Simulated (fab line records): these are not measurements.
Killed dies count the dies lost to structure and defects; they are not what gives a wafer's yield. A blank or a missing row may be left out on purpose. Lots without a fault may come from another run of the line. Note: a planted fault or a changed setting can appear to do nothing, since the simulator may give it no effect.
Which tool is to blame? | flow n5_finfet | 8 lots, 22 wafers sampled, at 7 steps of a route of 1938

WHAT THE GAUGES SHOWED, per wafer
N5_BEOL_M4_RC_MEAS_101. Usual: DIBL_N 35.9 mV/V, standard deviation 1.3; DIBL_P 35.9 mV/V, standard deviation 1.5; IOFF_N 0.152 nA/um, standard deviation 0.023; IOFF_P 0.204 nA/um, standard deviation 0.027; ION_N 673 uA/um, standard deviation 9.2; ION_P 462 uA/um, standard deviation 6.7; SS_N 71.4 mV/dec, standard deviation 0.48; SS_P 73.2 mV/dec, standard deviation 0.55; VT_N 250.3 mV, standard deviation 2.6; VT_P -250.6 mV, standard deviation 3.
lot  | measured     | on        | DIBL_N (mV/V)  | DIBL_P (mV/V)  | IOFF_N (nA/um)    | IOFF_P (nA/um)    | ION_N (uA/um) | ION_P (uA/um) | SS_N (mV/dec)  | SS_P (mV/dec)  | VT_N (mV)         | VT_P (mV)            | flag
L211 | day 8 20:23  | prober-02 | 33.8 33.5 33.9 | 34.7 34.5 35.1 | 0.143 0.133 0.139 | 0.199 0.186 0.199 | 667 672 663   | 461 464 464   | 71.0 71.5 70.9 | 72.4 72.5 72.8 | 250.9 250.1 250.9 | -250.0 -250.8 -250.2 |
L214 | day 9 16:45  | prober-01 | 36.4 37.3 35.5 | 35.8 37.5 35.5 | 0.154 0.167 0.135 | 0.200 0.220 0.189 | 679 662 666   | 463 460 463   | 72.0 71.9 71.7 | 73.5 74.8 72.9 | 249.3 248.3 249.8 | -250.5 -250.0 -253.4 |
L217 | day 10 22:23 | prober-01 | 36.2 37.4 36.8 | 35.5 37.4 36.7 | 0.162 0.183 0.175 | 0.209 0.233 0.224 | 687 680 690   | 467 468 469   | 71.6 71.8 70.5 | 73.1 74.2 73.0 | 246.1 245.8 247.4 | -248.9 -249.6 -248.3 |
L223 | day 12 08:05 | prober-01 | 34.1           | 36.2           | 0.156             | 0.231             | 682           | 474           | 71.0           | 73.3           | 250.0             | -245.6               |
L226 | day 13 14:56 | prober-01 | 36.6           | 37.0           | 0.141             | 0.178             | 660           | 451           | 70.4           | 72.9           | 250.9             | -254.6               |
L230 | day 14 01:35 | prober-02 | 35.1 35.0 35.1 | 35.8 36.8 36.6 | 0.128 0.132 0.138 | 0.167 0.175 0.171 | 669 668 672   | 455 454 456   | 71.1 71.7 71.8 | 73.3 73.4 73.2 | 255.3 253.2 252.9 | -254.2 -253.3 -257.5 |
L231 | day 14 19:56 | prober-01 | 41.0 37.6 38.4 | 40.4 35.8 36.5 | 0.248 0.157 0.177 | 0.306 0.216 0.238 | 686 667 669   | 469 459 455   | 72.2 72.2 71.4 | 74.8 73.7 74.4 | 245.1 251.9 249.1 | -245.4 -252.3 -249.1 |
L232 | day 14 22:47 | prober-02 | 35.3 35.2 35.9 | 34.3 34.4 35.3 | 0.134 0.130 0.146 | 0.219 0.216 0.240 | 657 667 678   | 466 471 477   | 71.6 71.4 71.1 | 73.2 72.1 73.7 | 252.8 249.9 251.0 | -247.0 -247.9 -244.7 |

EACH LOT AND THE TOOL THAT RAN IT (in order: tool; ch and the chambers of the sampled wafers; start)
lot  | N5_GATE_CUT_ETCH_28               | N5_GATE_CUT_ETCH_37               | N5_GATE_CUT_ETCH_19               | N5_GATE_CUT_CUT_ETCH_53           | N5_GATE_CUT_CUT_ETCH_54           | N5_GATE_CUT_VAPOR_ETCH_48
L211 | rie_diel-06 ch 2,3, day 5 02:30   | rie_diel-06 ch 2,3, day 5 02:33   | rie_diel-06 ch 2,3, day 5 02:45   | rie_metal-03 ch 0,1, day 5 02:52  | rie_metal-03 ch 0,1, day 5 02:55  | rie_metal-03 ch 0,1, day 5 03:02
L214 | rie_diel-01 ch 0,1,2, day 5 19:41 | rie_diel-01 ch 0,1,2, day 5 19:44 | rie_diel-01 ch 0,1,2, day 5 19:56 | rie_metal-03 ch 0,1, day 5 20:04  | rie_metal-03 ch 0,1, day 5 20:08  | rie_metal-03 ch 0,1, day 5 20:14
L217 | rie_diel-01 ch 0,1,3, day 6 13:49 | rie_diel-01 ch 0,1,3, day 6 13:52 | rie_diel-01 ch 0,1,3, day 6 14:04 | rie_metal-03 ch 0,1, day 6 14:10  | rie_metal-03 ch 0,1, day 6 14:14  | rie_metal-03 ch 0,1, day 6 14:21
L223 | rie_diel-01 ch 3, day 7 23:28     | rie_diel-01 ch 3, day 7 23:31     | rie_diel-01 ch 3, day 7 23:43     | rie_metal-02 ch 0, day 7 23:50    | rie_metal-02 ch 0, day 7 23:53    | rie_metal-02 ch 0, day 8 00:01
L226 | rie_diel-01 ch 0,1, day 8 18:14   | rie_diel-01 ch 0,1, day 8 18:17   | rie_diel-01 ch 0,1, day 8 18:29   | rie_metal-02 ch 1, day 8 18:37    | rie_metal-02 ch 1, day 8 18:40    | rie_metal-02 ch 1, day 8 18:47
L230 | rie_diel-03 ch 0,1,3, day 9 16:55 | rie_diel-03 ch 0,1,3, day 9 16:58 | rie_diel-03 ch 0,1,3, day 9 17:10 | rie_metal-02 ch 1, day 9 17:17    | rie_metal-02 ch 1, day 9 17:25    | rie_metal-02 ch 1, day 9 17:38
L231 | rie_diel-03 ch 1,2,3, day 9 20:57 | rie_diel-03 ch 1,2,3, day 9 20:59 | rie_diel-03 ch 1,2,3, day 9 21:12 | rie_metal-01 ch 0,1, day 9 21:19  | rie_metal-01 ch 0,1, day 9 21:22  | rie_metal-01 ch 0,1, day 9 21:29
L232 | rie_diel-03 ch 0,2, day 10 04:35  | rie_diel-03 ch 0,2, day 10 04:38  | rie_diel-03 ch 0,2, day 10 04:50  | rie_metal-01 ch 0,1, day 10 04:57 | rie_metal-01 ch 0,1, day 10 05:01 | rie_metal-01 ch 0,1, day 10 05:08
- N5_GATE_CUT_ETCH_28: etches underlayer in N2/H2, target depth 13 nm, time 10.4 s.
- N5_GATE_CUT_ETCH_37: etches SOC in N2/H2, target depth 60 nm, overetch 12 nm, time 90 s.
- N5_GATE_CUT_ETCH_19: etches SiNx in CH3F/O2, target depth 53.7 nm, time 76.7 s.
- N5_GATE_CUT_CUT_ETCH_53: etches W in SF6/Cl2, target depth 79.2 nm.
- N5_GATE_CUT_CUT_ETCH_54: etches TiN in Cl2/BCl3, target depth 96.7 nm.
- N5_GATE_CUT_VAPOR_ETCH_48: etches TiN in BCl3/Cl2.

AS READ BY THE TOOLS THEMSELVES (means over the sampled wafers that have a number; for cases with no such wafer, the mark the record gives instead)
N5_GATE_CUT_ETCH_28. Usual: drypump_motor_current_A 5.53 A, standard deviation 0.28; etch_rf_on_time_s 10.36 s, standard deviation 0.17; oes_product_au 0.66 a.u., standard deviation 0.06; rf_vpp_V 523.4 V, standard deviation 2.7; showerhead_plenum_p_Torr 2.53 Torr, standard deviation 0.091; throttle_valve_pct 17.84 %, standard deviation 0.25.
lot  | tool        | drypump_motor_current_A (A) | etch_rf_on_time_s (s) | oes_product_au (a.u.) | rf_vpp_V (V) | showerhead_plenum_p_Torr (Torr) | throttle_valve_pct (%) | flag
L211 | rie_diel-06 | 5.38                        | 10.46                 | 0.66                  | 522.7        | 2.51                            | 17.85                  |
L214 | rie_diel-01 | 5.44                        | 10.31                 | 0.66                  | 524.9        | 2.58                            | 17.96                  |
L217 | rie_diel-01 | 5.43                        | 10.36                 | 0.67                  | 523.4        | 2.56                            | 17.86                  |
L223 | rie_diel-01 | 5.67                        | 10.06                 | 0.67                  | 520.9        | 2.46                            | 17.70                  |
L226 | rie_diel-01 | 5.34                        | 10.18                 | 0.67                  | 524.9        | 2.60                            | 17.96                  |
L230 | rie_diel-03 | 5.49                        | 10.42                 | 0.63                  | 522.0        | 2.45                            | 17.78                  |
L231 | rie_diel-03 | 5.39                        | 10.44                 | 0.62                  | 521.3        | 2.46                            | 18.01                  |
L232 | rie_diel-03 | 5.47                        | 10.47                 | 0.62                  | 523.9        | 2.52                            | 17.88                  |

N5_GATE_CUT_ETCH_37. Usual: drypump_motor_current_A 5.53 A, standard deviation 0.28; oes_product_au 0.69 a.u., standard deviation 0.057; rf_vpp_V 523.4 V, standard deviation 2.5; showerhead_plenum_p_Torr 2.53 Torr, standard deviation 0.091; throttle_valve_pct 17.81 %, standard deviation 0.25.
lot  | tool        | drypump_motor_current_A (A) | oes_product_au (a.u.) | rf_vpp_V (V) | showerhead_plenum_p_Torr (Torr) | throttle_valve_pct (%) | flag
L211 | rie_diel-06 | 5.37                        | 0.68                  | 523.1        | 2.51                            | 17.83                  |
L214 | rie_diel-01 | 5.46                        | 0.69                  | 525.3        | 2.58                            | 17.93                  |
L217 | rie_diel-01 | 5.44                        | 0.70                  | 524.6        | 2.56                            | 17.82                  |
L223 | rie_diel-01 | 5.69                        | 0.65                  | 522.8        | 2.46                            | 17.66                  |
L226 | rie_diel-01 | 5.33                        | 0.64                  | 525.8        | 2.60                            | 17.93                  |
L230 | rie_diel-03 | 5.49                        | 0.66                  | 521.8        | 2.45                            | 17.76                  |
L231 | rie_diel-03 | 5.43                        | 0.66                  | 521.6        | 2.46                            | 18.01                  |
L232 | rie_diel-03 | 5.46                        | 0.66                  | 522.7        | 2.52                            | 17.83                  |

N5_GATE_CUT_ETCH_19. Usual: drypump_motor_current_A 5.52 A, standard deviation 0.28; etch_rf_on_time_s 76.7 s, standard deviation 1.1; oes_product_au 0.66 a.u., standard deviation 0.059; rf_vpp_V 298 V, standard deviation 3.2; showerhead_plenum_p_Torr 1.99 Torr, standard deviation 0.066; throttle_valve_pct 16.32 %, standard deviation 0.25.
lot  | tool        | drypump_motor_current_A (A) | etch_rf_on_time_s (s) | oes_product_au (a.u.) | rf_vpp_V (V) | showerhead_plenum_p_Torr (Torr) | throttle_valve_pct (%) | flag
L211 | rie_diel-06 | 5.37                        | 77.8                  | 0.65                  | 298          | 1.97                            | 16.22                  |
L214 | rie_diel-01 | 5.44                        | 76.1                  | 0.66                  | 299          | 2.03                            | 16.44                  |
L217 | rie_diel-01 | 5.45                        | 76.7                  | 0.66                  | 298          | 2.01                            | 16.31                  |
L223 | rie_diel-01 | 5.66                        | 133.8                 | 0.48                  | 296          | 1.94                            | 16.06                  | OFF
L226 | rie_diel-01 | 5.34                        | 134.1                 | 0.49                  | 300          | 2.04                            | 16.45                  | OFF
L230 | rie_diel-03 | 5.49                        | 77.4                  | 0.62                  | 295          | 1.93                            | 16.35                  |
L231 | rie_diel-03 | 5.40                        | 77.6                  | 0.63                  | 298          | 1.94                            | 16.55                  |
L232 | rie_diel-03 | 5.47                        | 77.8                  | 0.61                  | 294          | 1.99                            | 16.47                  |

N5_GATE_CUT_CUT_ETCH_53. Usual: drypump_motor_current_A 5.5 A, standard deviation 0.4; etch_rf_on_time_s 26.3 s, standard deviation 0.36; oes_product_au 0.70 a.u., standard deviation 0.089; throttle_valve_pct 29.04 %, standard deviation 0.3.
lot  | tool         | drypump_motor_current_A (A) | etch_rf_on_time_s (s) | oes_product_au (a.u.) | throttle_valve_pct (%) | flag
L211 | rie_metal-03 | 5.9                         | 25.7                  | 0.80                  | 28.86                  |
L214 | rie_metal-03 | 5.9                         | 25.8                  | 0.80                  | 28.86                  |
L217 | rie_metal-03 | 5.6                         | 26.1                  | 0.82                  | 28.83                  |
L223 | rie_metal-02 | 5.3                         | 30.2                  | 0.45                  | 28.12                  | OFF
L226 | rie_metal-02 | 5.1                         | 30.4                  | 0.48                  | 28.70                  | OFF
L230 | rie_metal-02 | 5.1                         | 26.5                  | 0.68                  | 29.40                  |
L231 | rie_metal-01 | 5.7                         | 26.5                  | 0.59                  | 29.28                  |
L232 | rie_metal-01 | 5.7                         | 26.7                  | 0.59                  | 29.28                  |

N5_GATE_CUT_CUT_ETCH_54. Usual: drypump_motor_current_A 5.5 A, standard deviation 0.4; etch_rf_on_time_s 36.7 s, standard deviation 0.55; oes_product_au 0.70 a.u., standard deviation 0.089; throttle_valve_pct 22.38 %, standard deviation 0.26.
lot  | tool         | drypump_motor_current_A (A) | etch_rf_on_time_s (s) | oes_product_au (a.u.) | throttle_valve_pct (%) | flag
L211 | rie_metal-03 | 5.9                         | 36.0                  | 0.81                  | 22.17                  |
L214 | rie_metal-03 | 6.0                         | 36.2                  | 0.79                  | 22.19                  |
L217 | rie_metal-03 | 5.6                         | 36.7                  | 0.81                  | 22.18                  |
L223 | rie_metal-02 | 5.3                         | 42.1                  | 0.45                  | 22.45                  | OFF
L226 | rie_metal-02 | 5.1                         | 42.4                  | 0.49                  | 22.96                  | OFF
L230 | rie_metal-02 | 5.1                         | 36.8                  | 0.68                  | 22.68                  |
L231 | rie_metal-01 | 5.6                         | 37.2                  | 0.59                  | 22.62                  |
L232 | rie_metal-01 | 5.7                         | 37.3                  | 0.59                  | 22.62                  |

N5_GATE_CUT_VAPOR_ETCH_48. Usual: drypump_motor_current_A 5.5 A, standard deviation 0.4; oes_product_au 0.77 a.u., standard deviation 0.097.
lot  | tool         | drypump_motor_current_A (A) | oes_product_au (a.u.) | flag
L211 | rie_metal-03 | 6.0                         | 0.89                  |
L214 | rie_metal-03 | 6.0                         | 0.88                  |
L217 | rie_metal-03 | 5.6                         | 0.91                  |
L223 | rie_metal-02 | 5.4                         | 0.69                  |
L226 | rie_metal-02 | 5.1                         | 0.77                  |
L230 | rie_metal-02 | 5.1                         | 0.76                  |
L231 | rie_metal-01 | 5.7                         | 0.65                  |
L232 | rie_metal-01 | 5.7                         | 0.65                  |

THE ANSWER, worked out from the rows above alone
Rule: lot off if the mean of its wafers having a number is beyond 3 standard deviations from the usual mean. Also off: a lot with no number at a reading for which 4 or more lots have one. Where the step has rows for the other lots, those lots are counted as sound. First the gauges in route order, then the tools' own readings, where a lot's mean is used as printed above. At the first step where some lot is off, the reading lying furthest off is the one used; lots without a number count as furthest.
Off, at N5_GATE_CUT_ETCH_19 on etch_rf_on_time_s: L223, L226.
If a tool, at that step or one of the process steps before it, ran each lot that is off and ran no sound lot following the first of them, it fits. One fits: rie_diel-01 at N5_GATE_CUT_ETCH_28 and N5_GATE_CUT_ETCH_37 and N5_GATE_CUT_ETCH_19. At N5_GATE_CUT_ETCH_28 its last sound lot is L217 (day 6 13:49), its first lot that is off L223 (day 7 23:28): a fault that began between those two fits.
The tool's own readings at N5_GATE_CUT_ETCH_28 bear it out: on the lots that are off they differ by more than 5 times the standard deviation of the sound lots' means. etch_rf_on_time_s reads 10.12 s there against 10.41 s on the sound lots.

WHAT THE SIMULATOR HAD INSERTED
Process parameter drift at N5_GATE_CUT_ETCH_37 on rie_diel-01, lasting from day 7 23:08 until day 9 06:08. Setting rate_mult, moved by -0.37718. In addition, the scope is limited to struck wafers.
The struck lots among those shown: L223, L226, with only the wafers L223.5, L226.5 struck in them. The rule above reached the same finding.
